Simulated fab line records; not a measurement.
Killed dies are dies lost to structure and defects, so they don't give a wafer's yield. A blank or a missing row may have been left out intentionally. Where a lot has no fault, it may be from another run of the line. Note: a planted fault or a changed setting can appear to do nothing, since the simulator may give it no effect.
fab line records    flow nandHarc
record lots=12  wafers=36  lastDay=25
route steps=1159 shown A_CONTACT@923 END@1159
lots untouched by any fault: they come from a run of this same line in which no faults occurred
startH: hours from the record's first day to the start of the lot's first wafer shown    waitH: hours from the lot's prior step to this one    " identical to the entry in the row above    L1.1+2: one row covering several wafers at once    - no value present, or no start provided    * or withheld: withheld    < > ~ a bound
route shown NAME@n: a module of which the file shows steps, and the number in the route of the first    usual: mean and standard deviation over wafers with no fault    same: alike in all rows    chamber/n: place in a boat    sites: readings site by site    _std_site: the standard deviation of these    _edge_site: the outer-site mean with the inner-site mean subtracted    radiusMm: how far each site lies from the wafer's centre    mask NAME#n: copy n    behind: the most recent tool/chamber to have shaped the wafer    hold: why the lot went on hold/how many hours it stayed there/how the hold came to an end    device: whichever transistor did not switch (one of n, p or np)    end of line: the same wafers' tests at the end of the route    a step without rows: its recipe alone    killed: dies lost to structure and defects at the first sort, not the wafer's yield    map: the dies of a wafer, with x for killed, . for not killed, _ for no die there
set.NAME: the setting as run; set.NAME@STEP: as run at that earlier step    model.NAME: the simulator's own value behind a step, which no gauge read
a sample of lots followed through the steps of the route, with each step as a table and each wafer as a row
services: a tool's chamber out of use, with start hour (startH, from the record's first day; less than 0 if before it), hours out, and reason
## steps
# step NHARC_A_CONTACT_DEP_84
# recipe targetThkA=20000  tempC=400  material=aC
# usual throttleValvePct=35.002/0.0092
lot.wafer  tool       chamber  startH  waitH  throttleValvePct
L165.1     aclDep-01  0        385.32  -      35.001
L165.3     "          0        "       "      35.017
L165.4     "          0        "       "      35.001
L167.2     aclDep-01  0        390.67  -      35.013
L167.3     "          0        "       "      35.004
L167.5     "          0        "       "      34.995
L166.1     aclDep-01  0        392.88  -      34.989
L166.4     "          0        "       "      35.003
L166.5     "          0        "       "      35.000
L170.1     aclDep-02  0        412.65  -      35.007
L170.2     "          0        "       "      35.030
L170.3     "          0        "       "      34.996
L169.1     aclDep-02  0        418.57  -      35.013
L169.5     "          0        "       "      35.000
L169.6     "          0        "       "      34.998
L172.2     aclDep-01  0        432.75  -      35.004
L172.5     "          0        "       "      35.002
L172.6     "          0        "       "      34.987
L171.3     aclDep-01  0        436.11  -      35.001
L171.4     "          0        "       "      34.986
L171.6     "          0        "       "      35.012
L175.2     aclDep-02  0        441.68  -      34.999
L175.3     "          0        "       "      34.998
L175.4     "          0        "       "      35.019
L177.3     aclDep-03  0        457.73  -      34.998
L177.4     "          0        "       "      35.007
L177.5     "          0        "       "      35.004
L186.3     aclDep-02  0        498.44  -      34.977
L186.5     "          0        "       "      34.999
L186.6     "          0        "       "      35.005
L187.1     aclDep-02  0        499.27  -      35.008
L187.2     "          0        "       "      35.001
L187.4     "          0        "       "      34.999
L188.2     aclDep-03  0        529.99  -      34.995
L188.3     "          0        "       "      35.000
L188.4     "          0        "       "      35.000
# step NHARC_A_CONTACT_ETCH_88
# recipe targetDepthA=390  overEtchFrac=0.3  timeS=65  ionEnergyEv=80  cf4FlowSccm=150  arFlowSccm=0  rfW=300  biasW=100  chemistry=CF4
# usual drypumpMotorCurrentA=5.6/0.49  oesProductAu=1.000/0.0084  rfVppV=150.8/1.3  showerheadPlenumPTorr=1.73/0.079  throttleValvePct=13.284/0.0094
lot.wafer  tool        chamber  startH  waitH  drypumpMotorCurrentA  oesProductAu  rfHoursCounterH  rfVppV  showerheadPlenumPTorr  throttleValvePct
L165.4     rieDiel-01  0        387.47  0.1    4.8                   0.997         10               152.7   1.84                   13.293
L165.1     "           1        "       "      5.1                   0.994         11               150.4   1.70                   13.286
L165.3     "           2        "       "      5.3                   0.991         10               150.2   1.67                   13.269
L167.3     rieDiel-13  1        392.73  0.1    6.3                   1.009         40               149.9   1.74                   13.284
L167.2     "           0        "       "      5.3                   1.000         41               149.8   1.67                   13.282
L167.5     "           2        "       "      5.8                   0.994         -                151.7   1.72                   13.274
L166.1     rieDiel-01  1        395.15  0.1    5.1                   1.003         11               150.2   1.70                   13.292
L166.5     "           3        "       "      5.9                   0.998         -                150.1   1.66                   13.295
L166.4     "           1        "       "      5.1                   0.989         -                151.2   1.70                   13.291
L170.1     rieDiel-01  3        414.95  0.1    5.9                   1.005         14               149.3   1.66                   13.280
L170.3     "           0        "       "      4.9                   0.988         13               152.3   1.84                   13.287
L170.2     "           1        "       "      5.1                   1.003         14               149.9   1.70                   13.275
L169.1     rieDiel-01  1        420.74  0.1    5.1                   0.992         14               150.6   1.70                   13.277
L169.5     "           2        "       "      5.3                   0.991         -                150.2   1.67                   13.273
L169.6     "           3        "       "      5.9                   0.999         -                151.8   1.66                   13.288
L172.2     rieDiel-01  1        434.71  0.1    5.1                   1.007         19               150.7   1.70                   13.285
L172.6     "           3        "       "      5.8                   1.016         -                150.3   1.66                   13.296
L172.5     "           0        "       "      4.9                   1.004         -                151.5   1.84                   13.278
L171.4     rieDiel-01  0        437.84  0.1    4.8                   1.005         18               150.0   1.84                   13.292
L171.3     "           1        "       "      5.1                   0.992         20               150.3   1.70                   13.292
L171.6     "           2        "       "      5.3                   1.006         -                150.3   1.67                   13.291
L175.3     rieDiel-04  1        443.60  0.1    6.5                   1.019         61               151.8   1.76                   13.300
L175.4     "           2        "       "      6.3                   1.007         56               152.6   1.89                   13.288
L175.2     "           3        "       "      6.1                   1.016         48               150.4   1.68                   13.275
L177.3     rieDiel-01  3        459.58  0.1    5.9                   1.007         28               148.6   1.66                   13.297
L177.4     "           1        "       "      5.1                   0.999         26               149.0   1.70                   13.298
L177.5     "           2        "       "      5.3                   0.987         -                151.2   1.67                   13.292
L186.3     rieDiel-13  3        500.44  0.1    5.4                   0.994         12               152.5   1.87                   13.287
L186.5     "           0        "       "      5.3                   0.992         -                149.7   1.66                   13.308
L186.6     "           1        "       "      6.3                   0.996         -                150.6   1.73                   13.287
L187.2     rieDiel-01  2        501.42  0.1    5.4                   0.988         0                148.9   1.67                   13.289
L187.4     "           3        "       "      5.9                   1.008         0                149.6   1.66                   13.279
L187.1     "           0        "       "      4.9                   0.990         0                152.0   1.83                   13.273
L188.4     rieDiel-01  3        532.22  0.1    5.9                   1.005         4                148.2   1.66                   13.283
L188.3     "           0        "       "      4.8                   0.994         4                151.5   1.83                   13.263
L188.2     "           2        "       "      5.3                   0.982         5                150.4   1.66                   13.272
# step NHARC_A_CONTACT_ETCH_110
# recipe targetDepthA=500  overetchA=50  timeS=27.5  ionEnergyEv=100  cf4FlowSccm=80  o2FlowSccm=20  arFlowSccm=0  rfW=300  biasW=100  chemistry=CF4/O2
# usual drypumpMotorCurrentA=5.7/0.5  oes_ar_750_au=1.000/0.004  oesProductAu=1.001/0.009  rfVppV=197.3/1.5  showerheadPlenumPTorr=1.31/0.067  throttleValvePct=13.396/0.0097
lot.wafer  tool        chamber  startH  waitH  drypumpMotorCurrentA  oes_ar_750_au  oesProductAu  rfHoursCounterH  rfVppV  showerheadPlenumPTorr  throttleValvePct
L165.3     rieDiel-01  3        390.04  0.0    5.9                   1.003          1.011         11               195.5   1.25                   13.404
L165.4     "           0        "       "      4.9                   1.001          0.994         11               200.6   1.39                   13.411
L165.1     "           1        "       "      5.1                   0.998          0.991         11               195.3   1.28                   13.408
L167.2     rieDiel-04  2        395.34  0.1    6.3                   0.998          0.990         36               199.6   1.44                   13.392
L167.3     "           0        "       "      5.8                   1.001          0.975         39               197.7   1.24                   13.403
L167.5     "           2        "       "      6.3                   1.005          0.992         -                198.2   1.44                   13.386
L166.1     rieDiel-01  3        397.84  0.1    5.9                   1.005          1.010         12               196.1   1.25                   13.382
L166.4     "           1        "       "      5.1                   1.003          1.006         -                197.4   1.28                   13.397
L166.5     "           2        "       "      5.3                   1.002          0.992         -                195.3   1.26                   13.379
L170.1     rieDiel-01  1        417.45  0.1    5.1                   0.998          0.995         14               196.1   1.28                   13.388
L170.3     "           3        "       "      5.9                   1.004          1.005         15               195.9   1.25                   13.408
L170.2     "           0        "       "      4.8                   0.997          1.008         14               200.0   1.39                   13.397
L169.1     rieDiel-13  0        423.30  0.1    5.3                   1.004          1.000         53               198.2   1.25                   13.379
L169.6     "           3        "       "      5.4                   0.996          0.993         -                199.7   1.42                   13.392
L169.5     "           0        "       "      5.3                   1.001          1.002         -                196.9   1.25                   13.390
L172.2     rieDiel-04  3        437.31  0.0    6.1                   0.998          1.006         45               196.3   1.26                   13.398
L172.6     "           3        "       "      6.1                   0.997          1.005         -                197.2   1.26                   13.408
L172.5     "           0        "       "      5.8                   1.001          1.003         -                196.6   1.24                   13.381
L171.4     rieDiel-13  1        440.39  0.1    6.2                   1.004          1.010         56               197.9   1.31                   13.402
L171.3     "           2        "       "      5.8                   1.001          1.004         55               196.7   1.29                   13.404
L171.6     "           0        "       "      5.3                   1.000          1.001         -                196.0   1.25                   13.412
L175.3     rieDiel-04  0        447.00  0.8    5.8                   0.995          1.001         56               196.7   1.24                   13.399
L175.4     "           2        "       "      6.3                   0.997          0.949         58               199.1   1.43                   13.373
L175.2     "           3        "       "      6.1                   0.996          1.004         49               196.6   1.26                   13.385
L177.3     rieDiel-13  3        462.27  0.1    5.4                   1.003          0.983         0                198.8   1.42                   13.394
L177.4     "           0        "       "      5.3                   1.001          0.999         0                196.3   1.25                   13.398
L177.5     "           2        "       "      5.8                   1.005          1.002         -                196.8   1.29                   13.394
L186.3     rieDiel-13  0        503.02  0.1    5.3                   0.999          0.994         15               196.1   1.25                   13.402
L186.6     "           3        "       "      5.4                   1.005          0.995         -                198.5   1.41                   13.400
L186.5     "           0        "       "      5.3                   1.008          1.010         -                196.2   1.25                   13.394
L187.4     rieDiel-01  1        503.94  0.1    5.1                   0.994          1.009         1                195.6   1.28                   13.395
L187.2     "           3        "       "      5.8                   1.002          1.010         0                195.1   1.25                   13.396
L187.1     "           0        "       "      4.9                   1.001          0.992         1                199.1   1.39                   13.391
L188.3     rieDiel-01  1        534.75  0.1    5.1                   1.001          1.004         6                196.1   1.28                   13.395
L188.4     "           2        "       "      5.4                   1.008          0.992         6                197.2   1.25                   13.391
L188.2     "           0        "       "      4.8                   0.995          0.992         5                198.1   1.39                   13.395
# step NHARC_A_CONTACT_STRIP_26
# recipe o2FlowSccm=500  arFlowSccm=0  biasW=0  chemistry=O2
# usual drypumpMotorCurrentA=5.7/0.52  oesProductAu=1.001/0.0086  rfVppV=57.5/0.94  showerheadPlenumPTorr=3.47/0.17  throttleValvePct=17.036/0.0092
lot.wafer  tool        chamber  startH  waitH  drypumpMotorCurrentA  oesProductAu  rfHoursCounterH  rfVppV  showerheadPlenumPTorr  throttleValvePct
L165.1     rieDiel-01  0        -       -      4.9                   0.988         11               58.2    3.67                   17.035
L165.4     "           1        "       "      5.1                   0.992         11               57.3    3.40                   17.046
L165.3     "           2        "       "      5.3                   1.002         11               56.3    3.33                   17.038
L167.2     rieDiel-04  2        -       -      6.3                   0.995         36               57.8    3.79                   17.043
L167.3     "           3        "       "      6.2                   0.998         29               58.4    3.36                   17.036
L167.5     "           2        "       "      6.3                   0.988         -                59.3    3.79                   17.023
L166.1     rieDiel-01  3        -       -      5.9                   1.008         12               58.6    3.32                   17.039
L166.4     "           2        "       "      5.3                   0.992         -                58.1    3.33                   17.028
L166.5     "           3        "       "      5.9                   1.005         -                57.7    3.32                   17.035
L170.3     rieDiel-01  3        -       -      5.9                   1.006         15               57.5    3.32                   17.014
L170.1     "           0        "       "      4.9                   0.997         14               58.7    3.67                   17.023
L170.2     "           1        "       "      5.1                   0.990         14               56.8    3.40                   17.025
L169.1     rieDiel-13  3        -       -      5.4                   0.999         51               58.1    3.74                   17.027
L169.5     "           3        "       "      5.5                   0.979         -                57.2    3.74                   17.039
L169.6     "           0        "       "      5.3                   0.990         -                55.8    3.32                   17.016
L172.2     rieDiel-04  2        -       -      6.3                   0.998         54               58.0    3.78                   17.036
L172.5     "           3        "       "      6.1                   1.001         -                57.2    3.35                   17.033
L172.6     "           0        "       "      5.8                   1.007         -                56.7    3.29                   17.032
L171.3     rieDiel-13  1        -       -      6.3                   1.001         56               58.0    3.46                   17.042
L171.4     "           3        "       "      5.4                   0.993         55               57.7    3.74                   17.051
L171.6     "           0        "       "      5.3                   1.004         -                58.1    3.32                   17.033
L175.4     rieDiel-04  2        -       -      6.3                   0.998         59               58.1    3.77                   17.027
L175.2     "           3        "       "      6.2                   1.008         50               58.0    3.35                   17.031
L175.3     "           0        "       "      5.8                   0.996         58               58.5    3.29                   17.050
L177.4     rieDiel-13  2        -       -      5.8                   1.004         0                58.7    3.42                   17.037
L177.3     "           3        "       "      5.5                   1.000         0                57.7    3.74                   17.037
L177.5     "           1        "       "      6.2                   0.997         -                58.2    3.45                   17.023
L186.3     rieDiel-13  0        -       -      5.3                   1.002         15               58.4    3.31                   17.049
L186.6     "           0        "       "      5.3                   0.997         -                57.5    3.31                   17.025
L186.5     "           1        "       "      6.3                   1.001         -                55.8    3.45                   17.029
L187.4     rieDiel-01  2        -       -      5.3                   0.990         0                55.2    3.32                   17.048
L187.1     "           3        "       "      5.9                   1.008         0                56.2    3.31                   17.038
L187.2     "           0        "       "      4.9                   0.985         1                58.6    3.66                   17.042
L188.3     rieDiel-01  1        -       -      5.1                   0.994         6                56.3    3.38                   17.030
L188.4     "           2        "       "      5.4                   0.990         6                58.7    3.32                   17.052
L188.2     "           3        "       "      5.9                   0.994         5                55.8    3.30                   17.030
# step NHARC_END_SORT_01
# recipe tempC=25
# usual killedAtArray=25/9.2  killedAtOther=0.8/1.2  killedAtPeriphery=3.9/2.6  killedDies=30/9.7  killedOpen=3.4/1.9  killedShort=2.0/1.4
# same grossDies=677
lot.wafer  tool       chamber  startH  waitH  killedAtArray  killedAtOther  killedAtPeriphery  killedDies  killedOpen  killedShort
L175.2     prober-02  0        499.83  2.8    28             1              2                  31          1           1
L175.3     prober-02  0        500.63  3.1    25             1              2                  28          3           4
L175.4     prober-02  0        501.43  3.4    126            0              6                  132         6           3
# killed by level:class
L175.2 A_SLIT:chamberFilmFlake=11 A_STAIRCASE:chamberFilmFlake=6 A_CONTACT:chamberFilmFlake=4 A_CHANNEL_HOLE_D1:chamberFilmFlake=3 A_WL_FILL:chamberFilmFlake=3 P_M0:geometricParticle:open=1 A_WL_FILL:geometricParticle:short=1 P_STI:chamberFilmFlake=1
L175.3 A_SLIT:chamberFilmFlake=7 A_STAIRCASE:chamberFilmFlake=6 A_CONTACT:chamberFilmFlake=4 A_CHANNEL_HOLE_D1:chamberFilmFlake=3 A_WL_FILL:geometricParticle:open=2 P_GATE:geometricParticle:short=1 P_GATE:geometricParticle:open=1 A_ONON_D1:geometricParticle:short=1
L175.4 A_CONTACT:areaEtch=86 A_STAIRCASE:chamberFilmFlake=14 A_SLIT:chamberFilmFlake=10 A_CONTACT:chamberFilmFlake=5 A_WL_FILL:geometricParticle:open=2 P_STI:chamberFilmFlake=2 P_M0:chamberFilmFlake=2 A_WL_FILL:chamberFilmFlake=2
## services
tool        chamber  startH  hours  kind
rieDiel-04  3        365.31  26.3   repair
rieDiel-01  0        372.87  -      clean
rieDiel-01  1        372.87  -      clean
rieDiel-01  2        372.87  -      clean
rieDiel-01  3        372.87  -      clean
rieDiel-01  0        391.93  6.4    repair
rieDiel-01  1        397.39  -      clean
rieDiel-01  2        397.39  -      clean
rieDiel-01  3        397.39  -      clean
aclDep-03   -        406.05  13.0   pm
rieDiel-04  0        406.09  10.4   repair
rieDiel-13  2        415.09  6.4    repair
rieDiel-01  0        421.96  -      clean
rieDiel-01  1        421.96  -      clean
rieDiel-01  2        421.96  -      clean
rieDiel-01  0        422.42  2.4    repair
rieDiel-13  -        453.00  9.0    pm
rieDiel-04  -        467.04  9.0    pm
aclDep-01   -        475.59  13.0   pm
rieDiel-01  -        491.81  9.0    pm
rieDiel-13  2        494.78  4.1    repair
rieDiel-04  3        519.94  5.5    repair
aclDep-02   -        530.95  13.0   pm
rieDiel-13  0        531.08  2.8    repair
## key
firstSign step=NHARC_A_CONTACT_ETCH_110  reading=oesProductAu  direction=down  sigmas=5.8  usual=1.001  struck=0.949
effect step=NHARC_END_SORT_01  reading=killedAtArray  direction=up  sigmas=11  usual=25  struck=126
moreKillsBornAt NHARC_A_CONTACT_ETCH_110@rieDiel-04=86
metAt NHARC_A_CONTACT_ETCH_110
struckLots L175
struckWafers L175.4
testerLeftOut L175
notActingAt NHARC_A_CONTACT_DEP_84,NHARC_A_CONTACT_ETCH_88,NHARC_A_CONTACT_STRIP_26
onsetBetween 437.31 447.00
fault kind=processParameterDrift  tool=rieDiel-04  chamber=-  onsetH=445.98  steps=NHARC_A_CONTACT_ETCH_110  channel=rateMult  offset=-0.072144  shape=step  endH=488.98  scope=struckWafersOnly
# testerLeftOut: of these lots the tester's yield and bins aren't shown, on N5 and GAA mostly nor the transistor test; their killed dies are dies lost to structure and defects alone, not to doping, threshold or leakage, so they don't give the yield
